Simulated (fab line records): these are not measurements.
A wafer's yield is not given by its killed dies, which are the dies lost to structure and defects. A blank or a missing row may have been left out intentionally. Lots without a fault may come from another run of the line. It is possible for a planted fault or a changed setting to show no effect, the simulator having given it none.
fab line records	flow n5Finfet
record lots=10	wafers=28	lastDay=19
route steps=1938 shown BEOL_M2@873 BEOL_M4@1111 PASSIVATION@1936
lots that met no fault: from a run of the same line without faults
startH: the number of hours between the record's first day and the start of the first shown wafer of the lot	waitH: how many hours have passed since the lot's step before this one	" repeats the value in the row above	L1.1+2: a row that stands for several wafers	- no value, or no start was given	* or withheld: withheld	< > ~ a bound
route shown NAME@n: names a module that has steps shown in the file, with the first one's number in the route	usual: mean/standard deviation taken from wafers without a fault	same: alike in all rows	chamber/n: place in a boat	sites: per-site readings	_std_site: the values' standard deviation	_edge_site: mean of outer sites minus mean of inner sites	radiusMm: how far each site lies from the wafer's centre	mask NAME#n: copy n	behind: the most recent tool/chamber to have shaped the wafer	hold: why the lot was held/for how many hours/how that ended	device: transistor that didn't switch, given as n, p or np	end of line: tests run on the same wafers once the route is complete	a step without rows: its recipe alone	killed: at the first sort, the dies lost to defects and structure; wafer yield is something else	map: per-die view of a wafer (x killed, . not killed, _ where there is no die)
set.NAME: the setting the step ran with; set.NAME@STEP: the setting that earlier step ran with	model.NAME: the simulator's own value behind a step, which no gauge read
steps of the route over a sample of lots; a table a step, a row a wafer
services: the hour from which a tool's chamber was out of use, counted from the record's first day as startH (under 0 if before that day), plus the number of hours and why
## steps
# step N5_BEOL_M2_EXPOSE_25
# recipe maskId=V1	na=0.33	sourceShape=quasar	sigmaInner=0.2	sigmaOuter=0.8	polarization=unpolarized	defocusNm=5	doseMj=63
# same sigmaInner=0.2
lot.wafer	tool	chamber	startH	waitH	mask
L981.1+3	euvScanner-02	0	132.28	-	V1#0
L982.1+2+5	euvScanner-01	0	140.77	-	V1#0
L988.2+5+6	euvScanner-02	0	184.66	-	V1#0
L991.4+5+6	euvScanner-01	0	189.89	-	V1#0
L992.2+5	euvScanner-01	0	196.49	-	V1#0
L999.1+2+6	euvScanner-01	0	241.81	-	V1#0
L100.3+5+6	euvScanner-01	0	251.11	-	V1#0
L101.1+4+5	euvScanner-01	0	261.95	-	V1#0
L104.1+3+6	euvScanner-02	0	270.29	-	V1#0
L102.2+3+6	euvScanner-02	0	303.49	-	V1#0
# step N5_BEOL_M2_CD_MEAS_28
# recipe targetCdNm=26.2	landingEnergyEv=500	detector=seInlens	targetCdYNm=24.1	polarity=opening
# usual cdNm=26.11/0.24
lot.wafer	tool	chamber	startH	waitH	cdNm
L981.1	cdSem-01	0	132.43	-	26.30
L981.3	"	0	"	"	26.59
L982.1	cdSem-01	0	140.91	-	26.01
L982.2	"	0	"	"	26.25
L982.5	"	0	"	"	26.00
L988.2	cdSem-02	0	184.79	-	25.65
L988.5	"	0	"	"	26.28
L988.6	"	0	"	"	26.23
L991.4	cdSem-02	0	190.01	-	25.76
L991.5	"	0	"	"	25.76
L991.6	"	0	"	"	26.07
L992.2	cdSem-03	0	196.63	-	25.72
L992.5	"	0	"	"	25.32
L999.1	cdSem-03	0	241.95	-	26.11
L999.2	"	0	"	"	25.94
L999.6	"	0	"	"	11.14
L100.3	cdSem-01	0	251.24	-	25.95
L100.5	"	0	"	"	12.21
L100.6	"	0	"	"	11.63
L101.1	cdSem-01	0	262.10	-	26.23
L101.4	"	0	"	"	25.96
L101.5	"	0	"	"	11.25
L104.1	cdSem-03	0	270.44	-	26.23
L104.3	"	0	"	"	26.31
L104.6	"	0	"	"	26.19
L102.2	cdSem-02	0	303.63	-	26.33
L102.3	"	0	"	"	26.26
L102.6	"	0	"	"	26.20
# step N5_BEOL_M2_OVL_MEAS_29
# recipe pointsPerWafer=522
# usual V1_OVL=0.2/0.72
lot.wafer	tool	chamber	startH	waitH	V1_OVL[nm]
L981.1	overlay-02	0	132.46	0.0	0.3
L981.3	"	0	"	"	-0.2
L982.1	overlay-02	0	140.94	0.0	-1.1
L982.2	"	0	"	"	0.6
L982.5	"	0	"	"	-0.4
L988.2	overlay-02	0	184.83	0.0	-0.7
L988.5	"	0	"	"	-0.2
L988.6	"	0	"	"	-0.5
L991.4	overlay-02	0	190.05	0.0	-0.5
L991.5	"	0	"	"	1.7
L991.6	"	0	"	"	0.7
L992.2	overlay-02	0	196.66	0.0	0.6
L992.5	"	0	"	"	1.0
L999.1	overlay-01	0	241.98	0.0	0.9
L999.2	"	0	"	"	-0.6
L999.6	"	0	"	"	-0.7
L100.3	overlay-02	0	251.28	0.0	-0.1
L100.5	"	0	"	"	-0.4
L100.6	"	0	"	"	0.2
L101.1	overlay-01	0	262.13	0.0	-0.2
L101.4	"	0	"	"	-1.4
L101.5	"	0	"	"	0.2
L104.1	overlay-01	0	270.47	0.0	-0.2
L104.3	"	0	"	"	0.0
L104.6	"	0	"	"	0.4
L102.2	overlay-02	0	303.66	0.0	-0.1
L102.3	"	0	"	"	0.2
L102.6	"	0	"	"	1.2
# step N5_BEOL_M2_VIA_ETCH_34
# recipe chemistry=C4F6/O2	targetDepthA=694	maskMaterial=SOC	pressureMtorr=15	ionEnergyEv=250	taperDeg=4	timeS=65.9	sourceW=350	biasW=170	Ar_flow_sccm=300	C4F6_flow_sccm=10	O2_flow_sccm=10
# usual drypumpMotorCurrentA=5.8/0.41	oesProductAu=0.78/0.11	rfVppV=665/13	showerheadPlenumPTorr=2.85/0.1	throttleValvePct=30.7/0.31
lot.wafer	tool	chamber	startH	waitH	drypumpMotorCurrentA	oesProductAu	rfHoursCounterH	rfVppV	showerheadPlenumPTorr	throttleValvePct
L981.1	rieDiel-05	1	136.71	0.0	5.5	0.69	220	650	2.80	30.8
L981.3	"	2	"	"	6.1	0.75	164	681	2.95	31.0
L982.1	rieDiel-01	1	149.91	0.0	6.1	0.91	26	685	2.91	30.6
L982.2	"	2	"	"	5.5	0.90	30	679	2.88	30.5
L982.5	"	1	"	"	6.1	0.92	-	684	2.91	30.6
L988.2	rieDiel-03	1	185.42	0.0	6.1	0.66	285	661	2.79	30.6
L988.5	"	2	"	"	5.2	0.67	-	663	2.82	31.2
L988.6	"	0	"	"	6.2	0.69	-	672	2.93	30.9
L991.4	rieDiel-01	1	193.61	0.0	6.1	0.88	44	684	2.90	30.6
L991.5	"	2	"	"	5.5	0.87	-	681	2.87	30.6
L991.6	"	3	"	"	5.7	0.91	-	657	3.03	31.2
L992.2	rieDiel-03	2	197.23	0.0	5.2	0.67	260	660	2.82	31.2
L992.5	"	3	"	"	5.1	0.72	-	666	2.71	31.0
L999.1	rieDiel-05	0	243.19	0.0	6.1	0.96	4	652	3.03	30.4
L999.2	"	3	"	"	6.1	0.70	229	640	2.68	30.4
L999.6	"	0	"	"	6.1	0.96	-	654	3.03	30.4
L100.3	rieDiel-03	3	259.45	0.0	5.1	0.68	219	665	2.69	31.0
L100.5	"	2	"	"	5.2	0.94	-	660	2.81	30.9
L100.6	"	1	"	"	6.1	0.92	-	658	2.78	30.0
L101.1	rieDiel-05	1	279.17	0.0	5.5	0.94	4	650	2.78	30.4
L101.4	"	0	"	"	6.1	0.92	18	655	3.02	30.4
L101.5	"	0	"	"	6.1	0.91	-	655	3.02	30.4
L104.1	rieDiel-05	3	298.77	0.0	6.1	0.69	250	641	2.67	30.4
L104.3	"	1	"	"	5.5	0.92	11	651	2.78	30.5
L104.6	"	0	"	"	6.1	0.89	-	654	3.02	30.4
L102.2	rieDiel-01	2	309.83	0.0	5.5	0.82	87	680	2.86	30.6
L102.3	"	1	"	"	6.1	0.84	81	682	2.88	30.6
L102.6	"	2	"	"	5.6	0.83	-	680	2.86	30.6
# step N5_BEOL_M2_STRIP_36
# recipe chemistry=N2/H2	powerW=450	tempC=40	pressureMtorr=20	rfFrequencyHz=6e+07	overashFraction=0.3	biasPowerW=7	h2Frac=0.5	n2FlowSccm=200	h2FlowSccm=200
# usual drypumpMotorCurrentA=5.8/0.41	oesProductAu=0.79/0.11	rfVppV=59.1/1.5	showerheadPlenumPTorr=2.55/0.099	tempC=40.00/0.11	throttleValvePct=23.57/0.22
lot.wafer	tool	chamber	startH	waitH	drypumpMotorCurrentA	oesProductAu	rfHoursCounterH	rfVppV	showerheadPlenumPTorr	tempC	throttleValvePct
L981.1	rieDiel-05	1	136.77	0.0	5.5	0.69	220	59.5	2.49	40.02	23.63
L981.3	"	2	"	"	6.1	0.74	164	59.1	2.64	39.96	23.74
L982.1	rieDiel-01	1	149.97	0.0	6.1	0.92	26	59.4	2.59	40.13	23.39
L982.2	"	2	"	"	5.5	0.90	30	57.6	2.59	40.17	23.54
L982.5	"	1	"	"	6.1	0.90	-	57.6	2.59	40.01	23.41
L988.2	rieDiel-03	1	185.48	0.0	6.1	0.66	285	59.2	2.50	39.91	23.61
L988.5	"	2	"	"	5.2	0.68	-	57.5	2.48	39.95	23.72
L988.6	"	0	"	"	6.2	0.70	-	59.7	2.62	39.89	23.82
L991.4	rieDiel-01	1	193.67	0.0	6.1	0.88	44	58.6	2.58	40.07	23.43
L991.5	"	2	"	"	5.5	0.89	-	58.3	2.59	40.01	23.54
L991.6	"	3	"	"	5.7	0.93	-	58.7	2.71	40.02	23.96
L992.2	rieDiel-03	2	197.29	0.0	5.2	0.68	260	60.3	2.48	39.96	23.71
L992.5	"	3	"	"	5.1	0.71	-	58.6	2.41	39.93	23.68
L999.1	rieDiel-05	0	243.25	0.0	6.1	0.96	4	61.1	2.71	39.94	23.24
L999.2	"	3	"	"	6.1	0.70	229	58.7	2.39	39.90	23.45
L999.6	"	0	"	"	6.1	0.95	-	58.1	2.71	39.88	23.23
L100.3	rieDiel-03	3	259.51	0.0	5.1	0.69	219	60.7	2.39	40.03	23.75
L100.5	"	2	"	"	5.2	0.95	-	59.1	2.47	40.00	23.34
L100.6	"	1	"	"	6.1	0.94	-	59.4	2.49	39.83	23.15
L101.1	rieDiel-05	1	279.23	0.0	5.5	0.95	4	58.6	2.47	40.08	23.23
L101.4	"	0	"	"	6.1	0.91	18	56.5	2.70	39.87	23.26
L101.5	"	0	"	"	6.1	0.92	-	57.0	2.70	39.95	23.26
L104.1	rieDiel-05	3	298.83	0.0	6.1	0.70	250	55.2	2.39	40.10	23.49
L104.3	"	1	"	"	5.5	0.92	11	59.3	2.47	39.92	23.22
L104.6	"	0	"	"	6.1	0.89	-	60.2	2.70	39.96	23.26
L102.2	rieDiel-01	2	309.89	0.0	5.6	0.83	87	58.9	2.57	39.95	23.61
L102.3	"	1	"	"	6.1	0.83	81	59.5	2.57	40.22	23.49
L102.6	"	2	"	"	5.6	0.83	-	60.3	2.57	39.89	23.58
# step N5_BEOL_M4_RC_MEAS_101
# usual DIBL_N=36.3/2.2	DIBL_P=36.0/2.4	IOFF_N=0.16/0.042	IOFF_P=0.22/0.041	ION_N=672/14	ION_P=462/7.9	SS_N=71.7/0.76	SS_P=73.3/0.72	VT_N=250/3.6	VT_P=-249/3
lot.wafer	tool	chamber	startH	waitH	DIBL_N[mV/V]	DIBL_P[mV/V]	IOFF_N[nA/um]	IOFF_P[nA/um]	ION_N[uA/um]	ION_P[uA/um]	SS_N[mV/dec]	SS_P[mV/dec]	VT_N[mV]	VT_P[mV]
L981.1	prober-02	0	167.38	0.0	37.2	38.0	0.19	0.24	680	463	72.1	74.9	245	-252
L981.3	"	0	"	"	36.3	36.5	0.16	0.21	661	459	71.8	73.9	253	-251
L982.1	prober-02	0	175.75	0.0	37.1	36.6	0.18	0.24	673	467	71.0	73.4	251	-249
L982.2	"	0	"	"	35.7	36.3	0.15	0.24	667	466	71.5	73.0	252	-246
L982.5	"	0	"	"	38.0	37.9	0.20	0.27	679	463	72.0	73.9	244	-244
L988.2	prober-02	0	209.20	0.2	35.0	34.9	0.15	0.21	661	459	71.3	72.7	253	-249
L988.5	"	0	"	"	35.1	34.7	0.15	0.21	672	462	70.9	73.5	251	-250
L988.6	"	0	"	"	37.3	37.2	0.20	0.27	673	466	71.7	74.0	247	-247
L992.2	prober-01	0	220.11	0.2	38.3	37.9	0.18	0.26	672	471	72.0	73.9	250	-249
L992.5	"	0	"	"	37.6	35.8	0.15	0.23	663	464	72.1	73.1	253	-248
L991.4	prober-02	0	222.45	0.7	37.8	35.5	0.18	0.22	675	464	72.2	73.7	250	-248
L991.5	"	0	"	"	39.1	38.1	0.20	0.26	678	465	72.0	73.9	246	-249
L991.6	"	0	"	"	39.7	37.4	0.20	0.23	680	461	72.5	73.3	249	-248
L999.1	prober-01	0	294.89	0.0	35.3	33.0	0.13	0.18	679	469	70.9	73.2	254	-253
L999.2	"	0	"	"	35.4	32.8	0.14	0.19	667	457	71.1	73.2	252	-255
L100.3	prober-01	0	313.19	0.3	37.3	39.3	0.20	0.30	689	482	70.9	74.7	244	-241
L101.1	prober-02	0	316.38	0.0	36.8	37.1	0.18	0.24	679	464	72.0	73.5	247	-248
L101.4	"	0	"	"	36.5	38.0	0.20	0.26	706	483	71.7	73.3	243	-245
L104.1	prober-02	0	333.91	0.0	36.6	36.4	0.15	0.18	655	445	72.2	73.0	253	-253
L104.3	"	0	"	"	34.5	35.3	0.13	0.18	664	459	70.8	72.3	251	-255
L104.6	"	0	"	"	33.8	34.7	0.11	0.16	657	453	70.8	72.7	255	-252
L102.2	prober-01	0	342.46	0.6	33.2	34.8	0.14	0.19	674	468	70.5	72.9	251	-251
L102.3	"	0	"	"	34.1	35.7	0.15	0.19	685	470	71.1	72.8	249	-251
L102.6	"	0	"	"	33.4	34.9	0.14	0.20	672	465	71.2	72.7	250	-250
# step N5_PASSIVATION_PROBE_49
# usual defectLimitedYield=91.3/1.7	killed_at_M0_to_M3=33/9.9	killed_at_M4_up=14/6.4	killedAtContacts=12/7	killedAtFrontEnd=41/13	killedAtOther=3.1/2.9	killedDies=103/20	killedOnRim=13/4	killedOpen=67/14	killedShort=34/9.4	sort_bin_5_function=5.1/1.1	sort_bin_6_memory=3.2/0.79	sortNPass=1077/21	sortYieldPct=91.2/1.7
# same grossDies=1180	killedAtBackSide=0	sort_bin_4_leakage[%]=0	sort_bin_8_speed[%]=0
lot.wafer	tool	chamber	startH	waitH	defectLimitedYield[%]	killed_at_M0_to_M3	killed_at_M4_up	killedAtContacts	killedAtFrontEnd	killedAtOther	killedDies	killedOnRim	killedOpen	killedShort	sort_bin_5_function[%]	sort_bin_6_memory[%]	sortNPass	sortYieldPct[%]
L988.2	prober-02	-	302.92	0.1	92.8	38	7	3	36	1	85	7	50	34	3.7	3.1	1095	92.8
L988.5	prober-02	-	303.07	0.2	91.3	33	14	5	50	1	103	20	67	36	5.2	3.2	1077	91.3
L988.6	prober-02	-	303.12	0.3	92.2	26	13	15	36	2	92	8	53	37	4.2	3.3	1088	92.2
L992.2	prober-02	-	317.41	0.1	92.5	25	21	8	33	1	88	9	58	24	3.8	2.9	1092	92.5
L992.5	prober-02	-	317.56	0.2	92.3	19	11	14	43	4	91	15	48	30	3.7	3.1	1089	92.3
L991.4	prober-02	-	324.97	0.2	91.4	40	10	19	31	1	101	12	56	45	5.1	3.3	1079	91.4
L991.5	prober-02	-	325.02	0.2	89.7	45	8	19	37	12	121	14	76	39	5.8	3.7	1059	89.7
L991.6	prober-02	-	325.07	0.3	92.5	26	6	11	42	4	89	13	57	25	4.4	2.4	1091	92.5
L999.1	prober-01	-	402.45	0.0	93.3	34	6	12	24	3	79	14	51	28	3.1	3.4	1101	93.3
L999.2	prober-01	-	402.50	0.1	95.2	19	9	6	15	8	57	6	29	25	3.1	1.5	1123	95.2
L999.6	prober-01	-	402.70	0.3	0	1127	9	19	24	1	1180	152	59	20	37.5	2.5	0	0
L100.3	prober-02	-	421.18	0.1	93.9	27	14	3	23	5	72	12	48	22	3.8	2.0	1108	93.9
L100.5	prober-02	-	421.28	0.2	0	1128	12	4	34	2	1180	152	59	25	34.2	3.1	0	0
L100.6	prober-02	-	421.33	0.3	0	1113	20	6	40	1	1180	152	60	47	36.4	2.8	0	0
L101.1	prober-01	-	431.59	0.0	93.2	25	12	7	33	3	80	11	57	23	3.4	3.0	1100	93.2
L101.4	prober-01	-	431.74	0.2	92.6	18	12	14	41	2	87	10	62	25	4.3	2.8	1093	92.6
L101.5	prober-01	-	431.79	0.2	0	1112	20	11	35	2	1180	152	76	25	36.9	3.6	0	0
L102.2	prober-01	-	467.45	0.1	89.1	25	24	6	73	1	129	13	89	40	6.7	3.7	1051	89.1
L102.3	prober-01	-	467.50	0.1	90.3	36	29	7	42	0	114	18	92	21	6.4	3.1	1066	90.3
L102.6	prober-01	-	467.65	0.3	89.8	43	19	5	53	0	120	13	92	28	5.8	4.1	1060	89.8
# killed by level:class
L988.2 FIN_SAQP:geometricParticle:short=12 BEOL_M1:geometricParticle:open=10 BEOL_M3:geometricParticle:open=8 FIN_SAQP:geometricParticle:open=6 STI_FIN_REVEAL:geometricParticle:open=6 BEOL_M0_SAQP:geometricParticle:short=5 BEOL_M0_SAQP:geometricParticle:open=4 MOL_CONTACT_COAG:geometricParticle:open=3
L988.5 FIN_SAQP:geometricParticle:short=17 FIN_SAQP:geometricParticle:open=11 BEOL_M1:geometricParticle:open=10 BEOL_M2:geometricParticle:open=7 BEOL_M3:geometricParticle:open=6 STI_FIN_REVEAL:geometricParticle:open=5 BEOL_M4:geometricParticle:open=4 STARTING-WAFER:geometricParticle:open=4
L988.6 FIN_SAQP:geometricParticle:short=14 MOL_CONTACT_COAG:geometricParticle:open=12 BEOL_M3:geometricParticle:open=6 BEOL_M2:geometricParticle:open=6 BEOL_M6:geometricParticle:open=6 STI_FIN_REVEAL:geometricParticle:open=4 BEOL_M1:geometricParticle:open=4 BEOL_M0_SAQP:geometricParticle:short=3
L992.2 BEOL_M4:geometricParticle:open=9 BEOL_M2:geometricParticle:open=8 FIN_SAQP:geometricParticle:open=7 MOL_CONTACT_COAG:geometricParticle:open=6 BEOL_M0_SAQP:geometricParticle:open=5 BEOL_M4:geometricParticle:short=5 HKMG_FIN:areaEtch=5 FIN_SAQP:geometricParticle:short=4
L992.5 MOL_CONTACT_COAG:geometricParticle:open=12 HKMG_FIN:areaEtch=9 FIN_SAQP:geometricParticle:short=6 BEOL_M0_SAQP:geometricParticle:short=6 BEOL_M4:geometricParticle:open=6 FIN_SAQP:geometricParticle:open=5 BEOL_M2:geometricParticle:open=5 DUMMY_GATE:geometricParticle:open=4
L991.4 MOL_CONTACT_COAG:geometricParticle:open=14 BEOL_M0_SAQP:geometricParticle:short=13 BEOL_M0_SAQP:geometricParticle:open=9 BEOL_M2:geometricParticle:open=8 FIN_SAQP:geometricParticle:open=6 FIN_SAQP:geometricParticle:short=6 GATE_CUT:geometricParticle:short=6 MOL_CONTACT_COAG:geometricParticle:short=5
L991.5 MOL_CONTACT_COAG:geometricParticle:open=17 BEOL_M0_SAQP:geometricParticle:open=10 FIN_SAQP:geometricParticle:short=9 BEOL_M1:geometricParticle:open=9 BEOL_M2:geometricParticle:open=8 BEOL_M0_SAQP:geometricParticle:short=6 PASS1_DEP:geometricParticle:open=6 HKMG_FIN:areaEtch=6
L991.6 FIN_SAQP:geometricParticle:open=10 MOL_CONTACT_COAG:geometricParticle:open=9 BEOL_M2:geometricParticle:open=7 HKMG_FIN:areaEtch=7 BEOL_M3:geometricParticle:open=6 FIN_SAQP:geometricParticle:short=5 BEOL_M0_SAQP:geometricParticle:short=5 BEOL_M0_SAQP:geometricParticle:open=4
L999.1 MOL_CONTACT_COAG:geometricParticle:open=9 GATE_CUT:geometricParticle:short=6 BEOL_M0_SAQP:geometricParticle:open=6 BEOL_M3:geometricParticle:open=6 BEOL_M0_SAQP:geometricParticle:short=5 DUMMY_GATE:geometricParticle:open=4 GATE_CUT:geometricParticle:open=4 BEOL_M0:geometricParticle:open=4
L999.2 MIM_TOP_ETCH:geometricParticle:short=6 FIN_SAQP:geometricParticle:short=5 MOL_CONTACT_COAG:geometricParticle:open=5 BEOL_M0_SAQP:geometricParticle:short=5 BEOL_M2:geometricParticle:open=4 FIN_SAQP:geometricParticle:open=3 BEOL_M3:geometricParticle:open=3 FIN_CUT:geometricParticle:open=2
L999.6 BEOL_M2:areaExpose=1099 MOL_CONTACT_COAG:geometricParticle:open=17 BEOL_M3:geometricParticle:open=7 BEOL_M0_SAQP:geometricParticle:short=5 DUMMY_GATE:geometricParticle:open=4 GATE_CUT:geometricParticle:short=4 BEOL_M0_SAQP:geometricParticle:open=4 BEOL_M2:geometricParticle:open=4
L100.3 BEOL_M3:geometricParticle:open=9 BEOL_M4:geometricParticle:open=7 FIN_SAQP:geometricParticle:short=6 BEOL_M2:geometricParticle:open=5 DUMMY_GATE:geometricParticle:open=4 BEOL_M0:geometricParticle:open=4 BEOL_M1:geometricParticle:open=4 MOL_CONTACT_COAG:geometricParticle:open=3
L100.5 BEOL_M2:areaExpose=1095 BEOL_M3:geometricParticle:open=11 FIN_SAQP:geometricParticle:open=10 BEOL_M2:geometricParticle:open=7 FIN_SAQP:geometricParticle:short=6 DUMMY_GATE:geometricParticle:open=5 BEOL_M5:geometricParticle:open=5 MOL_CONTACT_COAG:geometricParticle:open=4
L100.6 BEOL_M2:areaExpose=1073 GATE_CUT:geometricParticle:short=13 BEOL_M0_SAQP:geometricParticle:short=8 BEOL_M2:geometricParticle:open=8 BEOL_M4:geometricParticle:open=7 BEOL_M3:geometricParticle:open=7 BEOL_M1:geometricParticle:open=6 BEOL_M3:geometricParticle:short=6
L101.1 STI_FIN_REVEAL:geometricParticle:open=9 BEOL_M4:geometricParticle:open=9 BEOL_M2:geometricParticle:open=8 MOL_CONTACT_COAG:geometricParticle:open=6 STARTING-WAFER:geometricParticle:short=5 GATE_CUT:geometricParticle:open=4 FIN_SAQP:geometricParticle:open=3 BEOL_M0:geometricParticle:open=3
L101.4 MOL_CONTACT_COAG:geometricParticle:open=11 STI_FIN_REVEAL:geometricParticle:open=10 DUMMY_GATE:geometricParticle:open=9 BEOL_M2:geometricParticle:open=6 GATE_CUT:geometricParticle:short=5 FIN_SAQP:geometricParticle:open=4 BEOL_M4:geometricParticle:open=4 STARTING-WAFER:geometricParticle:short=4
L101.5 BEOL_M2:areaExpose=1078 BEOL_M4:geometricParticle:open=16 MOL_CONTACT_COAG:geometricParticle:open=11 BEOL_M1:geometricParticle:open=8 STI_FIN_REVEAL:geometricParticle:open=7 BEOL_M2:geometricParticle:open=7 FIN_SAQP:geometricParticle:open=6 FIN_SAQP:geometricParticle:short=4
L102.2 STI_FIN_REVEAL:geometricParticle:open=42 BEOL_M4:geometricParticle:open=12 STI_FIN_REVEAL:geometricParticle:short=7 GATE_CUT:geometricParticle:short=7 MOL_CONTACT_COAG:geometricParticle:open=6 BEOL_M1:geometricParticle:open=6 BEOL_M4:geometricParticle:short=6 BEOL_M5:geometricParticle:open=6
L102.3 STI_FIN_REVEAL:geometricParticle:open=24 BEOL_M3:geometricParticle:open=10 BEOL_M4:geometricParticle:open=10 BEOL_M5:geometricParticle:open=9 BEOL_M1:geometricParticle:open=7 MOL_CONTACT_COAG:geometricParticle:open=5 BEOL_M3:geometricParticle:short=5 BEOL_M6:geometricParticle:open=5
L102.6 STI_FIN_REVEAL:geometricParticle:open=31 BEOL_M0_SAQP:geometricParticle:open=14 BEOL_M4:geometricParticle:open=11 BEOL_M3:geometricParticle:open=10 BEOL_M0_SAQP:geometricParticle:short=8 STI_FIN_REVEAL:geometricParticle:short=4 BEOL_M3:geometricParticle:short=4 BEOL_M5:geometricParticle:open=4
## services
tool	chamber	startH	hours	kind
euvScanner-02	-	112.75	0.2	repair
euvScanner-02	-	114.87	4.6	pm
euvScanner-01	-	118.59	1.9	repair
euvScanner-02	-	129.40	1.0	pm
euvScanner-01	-	135.83	4.6	pm
rieDiel-05	-	147.61	14.6	pm
rieDiel-05	0	175.21	1.2	repair
euvScanner-01	-	176.18	1.0	pm
euvScanner-02	-	185.55	1.0	pm
rieDiel-01	-	216.73	1.2	repair
euvScanner-01	-	218.91	0.8	repair
euvScanner-01	-	232.33	1.0	pm
rieDiel-05	1	237.91	6.5	repair
euvScanner-02	-	241.10	12.0	pm
euvScanner-01	-	252.45	0.2	repair
euvScanner-02	-	253.10	1.0	pm
rieDiel-03	0	258.93	7.9	repair
rieDiel-03	1	266.71	8.6	repair
rieDiel-03	1	289.50	8.2	repair
euvScanner-01	-	292.07	1.0	pm
euvScanner-02	-	297.85	1.0	pm
euvScanner-01	-	308.43	4.6	pm
rieDiel-05	1	308.63	4.9	repair
rieDiel-03	2	309.62	9.7	repair
## key
firstSign step=N5_BEOL_M2_CD_MEAS_28	reading=cdNm	direction=down	sigmas=60	usual=26.11	struck=11.56
effect step=N5_PASSIVATION_PROBE_49	reading=killed_at_M0_to_M3	direction=up	sigmas=99+	usual=33	struck=1120
moreKillsBornAt N5_BEOL_M2_EXPOSE_25@euvScanner-01=4345
metAt N5_BEOL_M2_EXPOSE_25
struckLots L999,L100,L101
struckWafers L999.6,L100.5,L100.6,L101.5
laterRowsLeftOut L999.6,L100.5,L100.6,L101.5
notActingAt N5_BEOL_M2_OVL_MEAS_29,N5_BEOL_M2_VIA_ETCH_34,N5_BEOL_M2_STRIP_36
onsetBetween 196.49 241.81
fault kind=processParameterDrift	tool=euvScanner-01	chamber=-	onsetH=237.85	steps=N5_BEOL_M2_EXPOSE_25	channel=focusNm	offset=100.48	shape=step	endH=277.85	scope=struckWafersOnly
# laterRowsLeftOut: the simulator's readings of these wafers behind a module that went badly wrong aren't trusted and aren't shown, but for the sort
